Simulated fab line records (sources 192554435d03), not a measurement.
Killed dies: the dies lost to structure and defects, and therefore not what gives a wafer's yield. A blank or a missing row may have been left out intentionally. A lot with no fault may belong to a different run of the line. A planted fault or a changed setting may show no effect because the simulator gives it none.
fab line records / flow n5-finfet
[record] lots = 7 wafers = 21
route steps=1938 shown BEOL_M13@1662 MIM_TOP_LITHO@1844
start-h: the number of hours between the record's first day and the start of the first shown wafer of the lot / wait-h: hours elapsed since this lot's preceding step / " repeats the value in the row above / L1.1+2: several wafers, shown together as one row / - value missing, or start not given / * or withheld: withheld / < > ~ a bound
route shown NAME@n: names a module that has steps shown in the file, with the first one's number in the route / usual: mean/standard deviation of fault-free wafers / same: alike in all rows / chamber/n: place in a boat / sites: the reading at each site / _std_site: how widely they spread, as a standard deviation / _edge_site: inner sites' mean taken away from outer sites' mean / radius-mm: how far each site lies from the wafer's centre / mask NAME#n: copy n / behind: the last tool/chamber to shape the wafer / hold: why the lot was held/for how many hours/how that ended / device: whichever transistor did not switch (one of n, p or np) / end of line: the route-end tests of the same wafers / step lacking rows: just its recipe / killed: not the wafer's yield, but the dies lost to structure and defects at the first sort / map: a wafer's dies, marking killed ones x, the rest . and places with no die _
set.NAME: setting as actually run; set.NAME@STEP: the setting as run at that earlier step / model.NAME: the simulator's own value behind a step, which no gauge read
lots whose settings were changed on purpose; a table a step, a row a wafer
[[steps]]
[step N5_BEOL_M13_COAT_04]
[recipe] spin-rpm = 1625 resist-thk-nm = 400
lot.wafer=L077.1 tool=litho-track-05 chamber=0 start-h=- wait-h=- set.spin-rpm=1802 model.coat_of_BEOL_M13_COAT_04.thk-nm=381.2
lot.wafer=L077.5 tool=litho-track-05 chamber=0 start-h=- wait-h=- set.spin-rpm=1625 model.coat_of_BEOL_M13_COAT_04.thk-nm=401.6
lot.wafer=L077.6 tool=litho-track-05 chamber=0 start-h=- wait-h=- set.spin-rpm=1802 model.coat_of_BEOL_M13_COAT_04.thk-nm=383
lot.wafer=L079.1 tool=litho-track-05 chamber=0 start-h=- wait-h=- set.spin-rpm=1625 model.coat_of_BEOL_M13_COAT_04.thk-nm=401.6
lot.wafer=L079.3 tool=litho-track-05 chamber=0 start-h=- wait-h=- set.spin-rpm=1625 model.coat_of_BEOL_M13_COAT_04.thk-nm=403
lot.wafer=L079.4 tool=litho-track-05 chamber=0 start-h=- wait-h=- set.spin-rpm=1625 model.coat_of_BEOL_M13_COAT_04.thk-nm=403.6
lot.wafer=L082.1 tool=litho-track-02 chamber=0 start-h=- wait-h=- set.spin-rpm=1488 model.coat_of_BEOL_M13_COAT_04.thk-nm=418
lot.wafer=L082.3 tool=litho-track-02 chamber=0 start-h=- wait-h=- set.spin-rpm=1625 model.coat_of_BEOL_M13_COAT_04.thk-nm=399.2
lot.wafer=L082.6 tool=litho-track-02 chamber=0 start-h=- wait-h=- set.spin-rpm=1625 model.coat_of_BEOL_M13_COAT_04.thk-nm=400.2
lot.wafer=L083.1 tool=litho-track-02 chamber=0 start-h=- wait-h=- set.spin-rpm=1480 model.coat_of_BEOL_M13_COAT_04.thk-nm=418
lot.wafer=L083.4 tool=litho-track-02 chamber=0 start-h=- wait-h=- set.spin-rpm=1625 model.coat_of_BEOL_M13_COAT_04.thk-nm=399.8
lot.wafer=L083.5 tool=litho-track-02 chamber=0 start-h=- wait-h=- set.spin-rpm=1480 model.coat_of_BEOL_M13_COAT_04.thk-nm=419
lot.wafer=L086.1 tool=litho-track-02 chamber=0 start-h=- wait-h=- set.spin-rpm=1625 model.coat_of_BEOL_M13_COAT_04.thk-nm=400.2
lot.wafer=L086.2 tool=litho-track-02 chamber=0 start-h=- wait-h=- set.spin-rpm=1538 model.coat_of_BEOL_M13_COAT_04.thk-nm=411.2
lot.wafer=L086.3 tool=litho-track-02 chamber=0 start-h=- wait-h=- set.spin-rpm=1538 model.coat_of_BEOL_M13_COAT_04.thk-nm=412.4
lot.wafer=L091.1 tool=litho-track-02 chamber=0 start-h=- wait-h=- set.spin-rpm=1625 model.coat_of_BEOL_M13_COAT_04.thk-nm=399.8
lot.wafer=L091.2 tool=litho-track-02 chamber=0 start-h=- wait-h=- set.spin-rpm=1696 model.coat_of_BEOL_M13_COAT_04.thk-nm=391.2
lot.wafer=L091.5 tool=litho-track-02 chamber=0 start-h=- wait-h=- set.spin-rpm=1696 model.coat_of_BEOL_M13_COAT_04.thk-nm=390.8
lot.wafer=L095.3 tool=litho-track-01 chamber=0 start-h=- wait-h=- set.spin-rpm=1565 model.coat_of_BEOL_M13_COAT_04.thk-nm=408.2
lot.wafer=L095.4 tool=litho-track-01 chamber=0 start-h=- wait-h=- set.spin-rpm=1625 model.coat_of_BEOL_M13_COAT_04.thk-nm=400.8
lot.wafer=L095.5 tool=litho-track-01 chamber=0 start-h=- wait-h=- set.spin-rpm=1565 model.coat_of_BEOL_M13_COAT_04.thk-nm=409.6
[step N5_BEOL_M13_EBR_06]
[recipe] solvent = PGMEA ebr-width-mm = 1.5
[step N5_BEOL_M13_SOFTBAKE_05]
[recipe] temp-c = 130 time-s = 60
[step N5_BEOL_M13_DESCUM_15]
[recipe] chemistry = O2 time-s = 7.9 source-power-w = 50 bias-power-w = 20 pressure-mtorr = 20 rf-frequency-hz = 2.712e+07 temp-c = 40 o2-flow-sccm = 225
[step N5_BEOL_M13_ETCH_59]
[recipe] chemistry = N2/H2 target = BARC target-depth-a = 890 overetch-a = 267 time-s = 67.9 ion-energy-ev = 200 pressure-mtorr = 30 source-w = 840 bias-w = 150 n2-flow-sccm = 200 h2-flow-sccm = 200
lot.wafer=L077.1 tool=rie-diel-01 chamber=1 start-h=243.92 wait-h=0.0 set.spin-rpm@BEOL_M13_COAT_04=1802 model.coat_of_BEOL_M13_COAT_04.thk-nm=297.8
lot.wafer=L077.5 tool=rie-diel-01 chamber=0 start-h=243.92 wait-h=0.0 set.spin-rpm@BEOL_M13_COAT_04=1625 model.coat_of_BEOL_M13_COAT_04.thk-nm=319
lot.wafer=L077.6 tool=rie-diel-01 chamber=3 start-h=243.92 wait-h=0.0 set.spin-rpm@BEOL_M13_COAT_04=1802 model.coat_of_BEOL_M13_COAT_04.thk-nm=303
lot.wafer=L079.1 tool=rie-diel-02 chamber=0 start-h=274.45 wait-h=0.0 set.spin-rpm@BEOL_M13_COAT_04=1625 model.coat_of_BEOL_M13_COAT_04.thk-nm=317.6
lot.wafer=L079.3 tool=rie-diel-02 chamber=2 start-h=274.45 wait-h=0.0 set.spin-rpm@BEOL_M13_COAT_04=1625 model.coat_of_BEOL_M13_COAT_04.thk-nm=321
lot.wafer=L079.4 tool=rie-diel-02 chamber=3 start-h=274.45 wait-h=0.0 set.spin-rpm@BEOL_M13_COAT_04=1625 model.coat_of_BEOL_M13_COAT_04.thk-nm=322.4
lot.wafer=L082.1 tool=rie-diel-06 chamber=0 start-h=297.49 wait-h=0.0 set.spin-rpm@BEOL_M13_COAT_04=1488 model.coat_of_BEOL_M13_COAT_04.thk-nm=335
lot.wafer=L082.3+6 tool=rie-diel-06 chamber=3,0 start-h=297.49 wait-h=0.0 set.spin-rpm@BEOL_M13_COAT_04=1625 model.coat_of_BEOL_M13_COAT_04.thk-nm=316.8
lot.wafer=L083.1 tool=rie-diel-02 chamber=0 start-h=298.12 wait-h=0.0 set.spin-rpm@BEOL_M13_COAT_04=1480 model.coat_of_BEOL_M13_COAT_04.thk-nm=334.2
lot.wafer=L083.4 tool=rie-diel-02 chamber=2 start-h=298.12 wait-h=0.0 set.spin-rpm@BEOL_M13_COAT_04=1625 model.coat_of_BEOL_M13_COAT_04.thk-nm=318
lot.wafer=L083.5 tool=rie-diel-02 chamber=1 start-h=298.12 wait-h=0.0 set.spin-rpm@BEOL_M13_COAT_04=1480 model.coat_of_BEOL_M13_COAT_04.thk-nm=335.4
lot.wafer=L086.1 tool=rie-diel-02 chamber=2 start-h=328.68 wait-h=0.0 set.spin-rpm@BEOL_M13_COAT_04=1625 model.coat_of_BEOL_M13_COAT_04.thk-nm=318
lot.wafer=L086.2 tool=rie-diel-02 chamber=3 start-h=328.68 wait-h=0.0 set.spin-rpm@BEOL_M13_COAT_04=1538 model.coat_of_BEOL_M13_COAT_04.thk-nm=329
lot.wafer=L086.3 tool=rie-diel-02 chamber=0 start-h=328.68 wait-h=0.0 set.spin-rpm@BEOL_M13_COAT_04=1538 model.coat_of_BEOL_M13_COAT_04.thk-nm=328.2
lot.wafer=L091.1 tool=rie-diel-01 chamber=1 start-h=348.62 wait-h=0.0 set.spin-rpm@BEOL_M13_COAT_04=1625 model.coat_of_BEOL_M13_COAT_04.thk-nm=317.8
lot.wafer=L091.2 tool=rie-diel-01 chamber=3 start-h=348.62 wait-h=0.0 set.spin-rpm@BEOL_M13_COAT_04=1696 model.coat_of_BEOL_M13_COAT_04.thk-nm=312.2
lot.wafer=L091.5 tool=rie-diel-01 chamber=0 start-h=348.62 wait-h=0.0 set.spin-rpm@BEOL_M13_COAT_04=1696 model.coat_of_BEOL_M13_COAT_04.thk-nm=308.8
lot.wafer=L095.3 tool=rie-diel-01 chamber=2 start-h=379.87 wait-h=0.0 set.spin-rpm@BEOL_M13_COAT_04=1565 model.coat_of_BEOL_M13_COAT_04.thk-nm=326.2
lot.wafer=L095.4 tool=rie-diel-01 chamber=1 start-h=379.87 wait-h=0.0 set.spin-rpm@BEOL_M13_COAT_04=1625 model.coat_of_BEOL_M13_COAT_04.thk-nm=318.8
lot.wafer=L095.5 tool=rie-diel-01 chamber=3 start-h=379.87 wait-h=0.0 set.spin-rpm@BEOL_M13_COAT_04=1565 model.coat_of_BEOL_M13_COAT_04.thk-nm=329.8
[step N5_BEOL_M13_VIA_ETCH_16]
[recipe] chemistry = C4F8/O2/Ar target = SiOC pressure-mtorr = 30 source-w = 3000 bias-w = 700 Ar_flow_sccm = 400 C4F8_flow_sccm = 15 O2_flow_sccm = 8 he-inner-torr = 15 he-outer-torr = 30 target-depth-a = 9217 time-s = withheld ion-energy-ev = 250 ends = cleared
lot.wafer=L077.1 tool=rie-diel-01 chamber=1 start-h=243.97 wait-h=0.0 set.spin-rpm@BEOL_M13_COAT_04=1802 model.coat_of_BEOL_M13_COAT_04.thk-nm=47.6
lot.wafer=L077.5 tool=rie-diel-01 chamber=0 start-h=243.97 wait-h=0.0 set.spin-rpm@BEOL_M13_COAT_04=1625 model.coat_of_BEOL_M13_COAT_04.thk-nm=70.6
lot.wafer=L077.6 tool=rie-diel-01 chamber=3 start-h=243.97 wait-h=0.0 set.spin-rpm@BEOL_M13_COAT_04=1802 model.coat_of_BEOL_M13_COAT_04.thk-nm=53.8
lot.wafer=L079.1 tool=rie-diel-02 chamber=0 start-h=274.50 wait-h=0.0 set.spin-rpm@BEOL_M13_COAT_04=1625 model.coat_of_BEOL_M13_COAT_04.thk-nm=74.2
lot.wafer=L079.3 tool=rie-diel-02 chamber=2 start-h=274.50 wait-h=0.0 set.spin-rpm@BEOL_M13_COAT_04=1625 model.coat_of_BEOL_M13_COAT_04.thk-nm=75
lot.wafer=L079.4 tool=rie-diel-02 chamber=3 start-h=274.50 wait-h=0.0 set.spin-rpm@BEOL_M13_COAT_04=1625 model.coat_of_BEOL_M13_COAT_04.thk-nm=73.4
lot.wafer=L082.1 tool=rie-diel-06 chamber=0 start-h=297.54 wait-h=0.0 set.spin-rpm@BEOL_M13_COAT_04=1488 model.coat_of_BEOL_M13_COAT_04.thk-nm=89.6
lot.wafer=L082.3 tool=rie-diel-06 chamber=3 start-h=297.54 wait-h=0.0 set.spin-rpm@BEOL_M13_COAT_04=1625 model.coat_of_BEOL_M13_COAT_04.thk-nm=69.6
lot.wafer=L082.6 tool=rie-diel-06 chamber=0 start-h=297.54 wait-h=0.0 set.spin-rpm@BEOL_M13_COAT_04=1625 model.coat_of_BEOL_M13_COAT_04.thk-nm=69.2
lot.wafer=L083.1 tool=rie-diel-02 chamber=0 start-h=298.17 wait-h=0.0 set.spin-rpm@BEOL_M13_COAT_04=1480 model.coat_of_BEOL_M13_COAT_04.thk-nm=87.6
lot.wafer=L083.4 tool=rie-diel-02 chamber=2 start-h=298.17 wait-h=0.0 set.spin-rpm@BEOL_M13_COAT_04=1625 model.coat_of_BEOL_M13_COAT_04.thk-nm=63.2
lot.wafer=L083.5 tool=rie-diel-02 chamber=1 start-h=298.17 wait-h=0.0 set.spin-rpm@BEOL_M13_COAT_04=1480 model.coat_of_BEOL_M13_COAT_04.thk-nm=83
lot.wafer=L086.1 tool=rie-diel-02 chamber=2 start-h=328.73 wait-h=0.0 set.spin-rpm@BEOL_M13_COAT_04=1625 model.coat_of_BEOL_M13_COAT_04.thk-nm=72.8
lot.wafer=L086.2 tool=rie-diel-02 chamber=3 start-h=328.73 wait-h=0.0 set.spin-rpm@BEOL_M13_COAT_04=1538 model.coat_of_BEOL_M13_COAT_04.thk-nm=85.8
lot.wafer=L086.3 tool=rie-diel-02 chamber=0 start-h=328.73 wait-h=0.0 set.spin-rpm@BEOL_M13_COAT_04=1538 model.coat_of_BEOL_M13_COAT_04.thk-nm=79.4
lot.wafer=L091.1 tool=rie-diel-01 chamber=1 start-h=348.67 wait-h=0.0 set.spin-rpm@BEOL_M13_COAT_04=1625 model.coat_of_BEOL_M13_COAT_04.thk-nm=73.4
lot.wafer=L091.2 tool=rie-diel-01 chamber=3 start-h=348.67 wait-h=0.0 set.spin-rpm@BEOL_M13_COAT_04=1696 model.coat_of_BEOL_M13_COAT_04.thk-nm=67.2
lot.wafer=L091.5 tool=rie-diel-01 chamber=0 start-h=348.67 wait-h=0.0 set.spin-rpm@BEOL_M13_COAT_04=1696 model.coat_of_BEOL_M13_COAT_04.thk-nm=62.6
lot.wafer=L095.3 tool=rie-diel-01 chamber=2 start-h=379.92 wait-h=0.0 set.spin-rpm@BEOL_M13_COAT_04=1565 model.coat_of_BEOL_M13_COAT_04.thk-nm=81.2
lot.wafer=L095.4 tool=rie-diel-01 chamber=1 start-h=379.92 wait-h=0.0 set.spin-rpm@BEOL_M13_COAT_04=1625 model.coat_of_BEOL_M13_COAT_04.thk-nm=72
lot.wafer=L095.5 tool=rie-diel-01 chamber=3 start-h=379.92 wait-h=0.0 set.spin-rpm@BEOL_M13_COAT_04=1565 model.coat_of_BEOL_M13_COAT_04.thk-nm=79.6
[step N5_BEOL_M13_STRIP_63]
[recipe] chemistry = N2/H2 power-w = 1000 temp-c = 250 h2-frac = 0.65 overash-fraction = 0.3 pressure-mtorr = 1000 n2-flow-sccm = 1750 h2-flow-sccm = 3250
[usual] strip-time-to-endpoint-s = 27.8/1.1
lot.wafer=L077.1 tool=plasma-asher-02 chamber=1 start-h=244.22 wait-h=- set.spin-rpm@BEOL_M13_COAT_04=1802 strip-time-to-endpoint-s=20.8
lot.wafer=L077.5 tool=plasma-asher-02 chamber=0 start-h=244.22 wait-h=- set.spin-rpm@BEOL_M13_COAT_04=1625 strip-time-to-endpoint-s=27.8
lot.wafer=L077.6 tool=plasma-asher-02 chamber=1 start-h=244.22 wait-h=- set.spin-rpm@BEOL_M13_COAT_04=1802 strip-time-to-endpoint-s=22.8
lot.wafer=L079.1 tool=plasma-asher-02 chamber=1 start-h=274.73 wait-h=- set.spin-rpm@BEOL_M13_COAT_04=1625 strip-time-to-endpoint-s=28.9
lot.wafer=L079.3 tool=plasma-asher-02 chamber=1 start-h=274.73 wait-h=- set.spin-rpm@BEOL_M13_COAT_04=1625 strip-time-to-endpoint-s=29.1
lot.wafer=L079.4 tool=plasma-asher-02 chamber=0 start-h=274.73 wait-h=- set.spin-rpm@BEOL_M13_COAT_04=1625 strip-time-to-endpoint-s=28.7
lot.wafer=L082.1 tool=plasma-asher-01 chamber=0 start-h=297.78 wait-h=- set.spin-rpm@BEOL_M13_COAT_04=1488 strip-time-to-endpoint-s=33.3
lot.wafer=L082.3 tool=plasma-asher-01 chamber=0 start-h=297.78 wait-h=- set.spin-rpm@BEOL_M13_COAT_04=1625 strip-time-to-endpoint-s=27.5
lot.wafer=L082.6 tool=plasma-asher-01 chamber=0 start-h=297.78 wait-h=- set.spin-rpm@BEOL_M13_COAT_04=1625 strip-time-to-endpoint-s=27.4
lot.wafer=L083.1 tool=plasma-asher-02 chamber=0 start-h=298.41 wait-h=- set.spin-rpm@BEOL_M13_COAT_04=1480 strip-time-to-endpoint-s=32.7
lot.wafer=L083.4 tool=plasma-asher-02 chamber=0 start-h=298.41 wait-h=- set.spin-rpm@BEOL_M13_COAT_04=1625 strip-time-to-endpoint-s=25.7
lot.wafer=L083.5 tool=plasma-asher-02 chamber=0 start-h=298.41 wait-h=- set.spin-rpm@BEOL_M13_COAT_04=1480 strip-time-to-endpoint-s=31.4
lot.wafer=L086.1 tool=plasma-asher-02 chamber=1 start-h=328.96 wait-h=- set.spin-rpm@BEOL_M13_COAT_04=1625 strip-time-to-endpoint-s=28.5
lot.wafer=L086.2 tool=plasma-asher-02 chamber=0 start-h=328.96 wait-h=- set.spin-rpm@BEOL_M13_COAT_04=1538 strip-time-to-endpoint-s=32.2
lot.wafer=L086.3 tool=plasma-asher-02 chamber=0 start-h=328.96 wait-h=- set.spin-rpm@BEOL_M13_COAT_04=1538 strip-time-to-endpoint-s=30.4
lot.wafer=L091.1 tool=plasma-asher-02 chamber=1 start-h=348.91 wait-h=- set.spin-rpm@BEOL_M13_COAT_04=1625 strip-time-to-endpoint-s=28.7
lot.wafer=L091.2 tool=plasma-asher-02 chamber=0 start-h=348.91 wait-h=- set.spin-rpm@BEOL_M13_COAT_04=1696 strip-time-to-endpoint-s=26.9
lot.wafer=L091.5 tool=plasma-asher-02 chamber=1 start-h=348.91 wait-h=- set.spin-rpm@BEOL_M13_COAT_04=1696 strip-time-to-endpoint-s=25.5
lot.wafer=L095.3 tool=plasma-asher-01 chamber=0 start-h=380.17 wait-h=- set.spin-rpm@BEOL_M13_COAT_04=1565 strip-time-to-endpoint-s=30.9
lot.wafer=L095.4 tool=plasma-asher-01 chamber=1 start-h=380.17 wait-h=- set.spin-rpm@BEOL_M13_COAT_04=1625 strip-time-to-endpoint-s=28.3
lot.wafer=L095.5 tool=plasma-asher-01 chamber=1 start-h=380.17 wait-h=- set.spin-rpm@BEOL_M13_COAT_04=1565 strip-time-to-endpoint-s=30.4
[step N5_BEOL_M13_COAT_65]
[recipe] resist = SOC temp-c = 250 time-s = 60 spin-rpm = 1500 resist-thk-nm = 350
lot.wafer=L077.1 tool=litho-track-02 chamber=0 start-h=244.47 wait-h=0.0 set.spin-rpm=1500 model.SOC_of_BEOL_M13_COAT_65.thk-nm=351
lot.wafer=L077.5+6 tool=litho-track-02 chamber=0 start-h=244.47 wait-h=0.0 set.spin-rpm=1500 model.SOC_of_BEOL_M13_COAT_65.thk-nm=350.8
lot.wafer=L079.1 tool=litho-track-05 chamber=0 start-h=274.99 wait-h=0.0 set.spin-rpm=1500 model.SOC_of_BEOL_M13_COAT_65.thk-nm=350.8
lot.wafer=L079.3 tool=litho-track-05 chamber=0 start-h=274.99 wait-h=0.0 set.spin-rpm=1500 model.SOC_of_BEOL_M13_COAT_65.thk-nm=351
lot.wafer=L079.4 tool=litho-track-05 chamber=0 start-h=274.99 wait-h=0.0 set.spin-rpm=1500 model.SOC_of_BEOL_M13_COAT_65.thk-nm=351.2
lot.wafer=L082.1 tool=litho-track-05 chamber=0 start-h=298.03 wait-h=0.0 set.spin-rpm=1612 model.SOC_of_BEOL_M13_COAT_65.thk-nm=337.6
lot.wafer=L082.3 tool=litho-track-05 chamber=0 start-h=298.03 wait-h=0.0 set.spin-rpm=1500 model.SOC_of_BEOL_M13_COAT_65.thk-nm=349.8
lot.wafer=L082.6 tool=litho-track-05 chamber=0 start-h=298.03 wait-h=0.0 set.spin-rpm=1612 model.SOC_of_BEOL_M13_COAT_65.thk-nm=338.6
lot.wafer=L083.1 tool=litho-track-01 chamber=0 start-h=298.65 wait-h=0.0 set.spin-rpm=1399 model.SOC_of_BEOL_M13_COAT_65.thk-nm=365
lot.wafer=L083.4 tool=litho-track-01 chamber=0 start-h=298.65 wait-h=0.0 set.spin-rpm=1399 model.SOC_of_BEOL_M13_COAT_65.thk-nm=364.6
lot.wafer=L083.5 tool=litho-track-01 chamber=0 start-h=298.65 wait-h=0.0 set.spin-rpm=1500 model.SOC_of_BEOL_M13_COAT_65.thk-nm=351.6
lot.wafer=L086.1 tool=litho-track-05 chamber=0 start-h=329.21 wait-h=0.0 set.spin-rpm=1500 model.SOC_of_BEOL_M13_COAT_65.thk-nm=350.8
lot.wafer=L086.2 tool=litho-track-05 chamber=0 start-h=329.21 wait-h=0.0 set.spin-rpm=1500 model.SOC_of_BEOL_M13_COAT_65.thk-nm=350.2
lot.wafer=L086.3 tool=litho-track-05 chamber=0 start-h=329.21 wait-h=0.0 set.spin-rpm=1375 model.SOC_of_BEOL_M13_COAT_65.thk-nm=365.4
lot.wafer=L091.1 tool=litho-track-01 chamber=0 start-h=349.15 wait-h=0.0 set.spin-rpm=1500 model.SOC_of_BEOL_M13_COAT_65.thk-nm=352.2
lot.wafer=L091.2 tool=litho-track-01 chamber=0 start-h=349.15 wait-h=0.0 set.spin-rpm=1500 model.SOC_of_BEOL_M13_COAT_65.thk-nm=352
lot.wafer=L091.5 tool=litho-track-01 chamber=0 start-h=349.15 wait-h=0.0 set.spin-rpm=1358 model.SOC_of_BEOL_M13_COAT_65.thk-nm=369.4
lot.wafer=L095.3 tool=litho-track-05 chamber=0 start-h=380.40 wait-h=0.0 set.spin-rpm=1403 model.SOC_of_BEOL_M13_COAT_65.thk-nm=363
lot.wafer=L095.4 tool=litho-track-05 chamber=0 start-h=380.40 wait-h=0.0 set.spin-rpm=1403 model.SOC_of_BEOL_M13_COAT_65.thk-nm=362.4
lot.wafer=L095.5 tool=litho-track-05 chamber=0 start-h=380.40 wait-h=0.0 set.spin-rpm=1500 model.SOC_of_BEOL_M13_COAT_65.thk-nm=349.2
[step N5_MIM_TOP_LITHO_PEB_06]
[recipe] peb-temp-c = withheld peb-time-s = *
lot.wafer=L077.1+6 tool=litho-track-01 chamber=0 start-h=274.98 wait-h=0.1 set.peb-time-s=*
lot.wafer=L077.5 tool=litho-track-01 chamber=0 start-h=274.98 wait-h=0.1 set.peb-time-s=*
lot.wafer=L079.1+3+4 tool=litho-track-05 chamber=0 start-h=299.29 wait-h=0.1 set.peb-time-s=*
lot.wafer=L082.1+3 tool=litho-track-01 chamber=0 start-h=317.85 wait-h=0.1 set.peb-time-s=*
lot.wafer=L082.6 tool=litho-track-01 chamber=0 start-h=317.85 wait-h=0.1 set.peb-time-s=*
lot.wafer=L083.1 tool=litho-track-01 chamber=0 start-h=318.01 wait-h=0.1 set.peb-time-s=*
lot.wafer=L083.4+5 tool=litho-track-01 chamber=0 start-h=318.01 wait-h=0.1 set.peb-time-s=*
lot.wafer=L086.1+2 tool=litho-track-05 chamber=0 start-h=353.19 wait-h=0.1 set.peb-time-s=*
lot.wafer=L086.3 tool=litho-track-05 chamber=0 start-h=353.19 wait-h=0.1 set.peb-time-s=*
lot.wafer=L091.1+2+5 tool=litho-track-05 chamber=0 start-h=369.89 wait-h=0.1 set.peb-time-s=*
lot.wafer=L095.3+4+5 tool=litho-track-03 chamber=0 start-h=397.99 wait-h=0.0 set.peb-time-s=*
[step N5_MIM_TOP_LITHO_DEVELOP_07]
[recipe] develop-time-s = 60 rinse-liquid = diw dry = air-spin dev-temp-c = 21
[step N5_MIM_TOP_LITHO_HARDBAKE_09]
[recipe] temp-c = 130 time-s = 120
[step N5_MIM_TOP_LITHO_CD_MEAS_08]
[recipe] target-cd-nm = 2000 landing-energy-ev = 500 detector = se-inlens
[usual] cd-nm = 2000.7/2
lot.wafer=L077.1 tool=cd-sem-01 chamber=0 start-h=275.10 wait-h=- set.peb-time-s@MIM_TOP_LITHO_PEB_06=* cd-nm=1998.7
lot.wafer=L077.5 tool=cd-sem-01 chamber=0 start-h=275.10 wait-h=- set.peb-time-s@MIM_TOP_LITHO_PEB_06=* cd-nm=1997.5
lot.wafer=L077.6 tool=cd-sem-01 chamber=0 start-h=275.10 wait-h=- set.peb-time-s@MIM_TOP_LITHO_PEB_06=* cd-nm=1998.5
lot.wafer=L079.1 tool=cd-sem-03 chamber=0 start-h=299.41 wait-h=- set.peb-time-s@MIM_TOP_LITHO_PEB_06=* cd-nm=2002.3
lot.wafer=L079.3 tool=cd-sem-03 chamber=0 start-h=299.41 wait-h=- set.peb-time-s@MIM_TOP_LITHO_PEB_06=* cd-nm=2002.0
lot.wafer=L079.4 tool=cd-sem-03 chamber=0 start-h=299.41 wait-h=- set.peb-time-s@MIM_TOP_LITHO_PEB_06=* cd-nm=2000.7
lot.wafer=L082.1 tool=cd-sem-03 chamber=0 start-h=317.97 wait-h=- set.peb-time-s@MIM_TOP_LITHO_PEB_06=* cd-nm=2006.7
lot.wafer=L082.3 tool=cd-sem-03 chamber=0 start-h=317.97 wait-h=- set.peb-time-s@MIM_TOP_LITHO_PEB_06=* cd-nm=2008.0
lot.wafer=L082.6 tool=cd-sem-03 chamber=0 start-h=317.97 wait-h=- set.peb-time-s@MIM_TOP_LITHO_PEB_06=* cd-nm=2000.6
lot.wafer=L083.1 tool=cd-sem-03 chamber=0 start-h=318.13 wait-h=- set.peb-time-s@MIM_TOP_LITHO_PEB_06=* cd-nm=1993.7
lot.wafer=L083.4 tool=cd-sem-03 chamber=0 start-h=318.13 wait-h=- set.peb-time-s@MIM_TOP_LITHO_PEB_06=* cd-nm=1997.1
lot.wafer=L083.5 tool=cd-sem-03 chamber=0 start-h=318.13 wait-h=- set.peb-time-s@MIM_TOP_LITHO_PEB_06=* cd-nm=1997.8
lot.wafer=L086.1 tool=cd-sem-02 chamber=0 start-h=353.31 wait-h=- set.peb-time-s@MIM_TOP_LITHO_PEB_06=* cd-nm=2003.5
lot.wafer=L086.2 tool=cd-sem-02 chamber=0 start-h=353.31 wait-h=- set.peb-time-s@MIM_TOP_LITHO_PEB_06=* cd-nm=2001.8
lot.wafer=L086.3 tool=cd-sem-02 chamber=0 start-h=353.31 wait-h=- set.peb-time-s@MIM_TOP_LITHO_PEB_06=* cd-nm=2009.7
lot.wafer=L091.1 tool=cd-sem-02 chamber=0 start-h=370.01 wait-h=- set.peb-time-s@MIM_TOP_LITHO_PEB_06=* cd-nm=2003.5
lot.wafer=L091.2 tool=cd-sem-02 chamber=0 start-h=370.01 wait-h=- set.peb-time-s@MIM_TOP_LITHO_PEB_06=* cd-nm=2004.5
lot.wafer=L091.5 tool=cd-sem-02 chamber=0 start-h=370.01 wait-h=- set.peb-time-s@MIM_TOP_LITHO_PEB_06=* cd-nm=2004.9
lot.wafer=L095.3 tool=cd-sem-03 chamber=0 start-h=398.11 wait-h=- set.peb-time-s@MIM_TOP_LITHO_PEB_06=* cd-nm=1998.6
lot.wafer=L095.4 tool=cd-sem-03 chamber=0 start-h=398.11 wait-h=- set.peb-time-s@MIM_TOP_LITHO_PEB_06=* cd-nm=1999.2
lot.wafer=L095.5 tool=cd-sem-03 chamber=0 start-h=398.11 wait-h=- set.peb-time-s@MIM_TOP_LITHO_PEB_06=* cd-nm=1998.8
[[key]]
[split] step = N5_BEOL_M13_COAT_04 setting = spin-rpm stated = 1625 by = wafer
[response] step = N5_BEOL_M13_COAT_04 reading = model.coat_of_BEOL_M13_COAT_04.thk-nm change = -2.01 per = 1% r = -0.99
[response] step = N5_BEOL_M13_ETCH_59 reading = model.coat_of_BEOL_M13_COAT_04.thk-nm change = -1.9 per = 1% r = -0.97
[response] step = N5_BEOL_M13_VIA_ETCH_16 reading = model.coat_of_BEOL_M13_COAT_04.thk-nm change = -2.13 per = 1% r = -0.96
[response] step = N5_BEOL_M13_STRIP_63 reading = strip-time-to-endpoint-s change = * per = 1% r = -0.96
[split] step = N5_BEOL_M13_COAT_65 setting = spin-rpm stated = 1500 by = wafer
[response] step = N5_BEOL_M13_COAT_65 reading = model.SOC_of_BEOL_M13_COAT_65.thk-nm change = -1.83 per = 1% r = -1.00
[split] step = N5_MIM_TOP_LITHO_PEB_06 setting = peb-time-s stated = * by = wafer
[response] step = N5_MIM_TOP_LITHO_CD_MEAS_08 reading = cd-nm change = -0.256 per = 1% r = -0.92
